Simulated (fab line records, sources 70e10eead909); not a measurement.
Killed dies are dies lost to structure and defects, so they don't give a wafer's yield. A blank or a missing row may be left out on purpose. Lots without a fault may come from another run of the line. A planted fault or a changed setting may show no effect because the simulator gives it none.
Which tool did it? | flow nand_harc | 12 lots, 36 wafers sampled, at 1 step of a route of 1159

WHAT THE GAUGES READ, wafer by wafer
NHARC_P_M2_OVL_MEAS_10: pitch 340 nm.
lot  | measured     | on         | overlay_x_nm (nm)
L075 | day 6 20:19  | overlay-01 | -0.6 -0.2 0.0
L077 | day 6 22:05  | overlay-01 | -0.7 -0.7 -0.4
L078 | day 7 13:56  | overlay-01 | -0.3 -0.8 0.0
L081 | day 7 21:04  | overlay-02 | 0.3 0.2 -0.1
L082 | day 8 10:10  | overlay-01 | 1.5 1.1 1.9
L084 | day 8 21:34  | overlay-02 | -0.9 -1.2 -2.1
L088 | day 9 10:27  | overlay-02 | 0.1 -0.3 -0.3
L089 | day 10 02:35 | overlay-02 | 1.7 2.3 2.2
L092 | day 10 13:08 | overlay-01 | 2.3 2.7 1.9
L093 | day 10 17:07 | overlay-02 | 0.0 0.1 0.0
L095 | day 11 09:31 | overlay-01 | -0.2 0.0 -0.2
L096 | day 11 15:27 | overlay-01 | -1.1 -1.6 -0.9

WHICH TOOL RAN EACH LOT (tool, then ch and the chambers of the sampled wafers, then the start)
The record holds no process step before these readings.

THE ANSWER, worked out from the rows above alone
Rule: what is usual is taken from the lots themselves. Put in order of their means at a reading, lots are off if they are a third of the lots or fewer, leave a main group of 4 or more, and stand apart from it by a gap of 3 or more times the standard deviation of the main group's means; of several such gaps the widest counts. A main group whose means are all the same, to the digits that the tables above print for the reading, isn't used. A lot without any number at a reading at which 4 lots or more have one is off too. The other lots that the step has rows for count as sound.
No lot is off at any reading shown: from this, nothing can be told.

WHAT THE SIMULATOR HAD PUT IN
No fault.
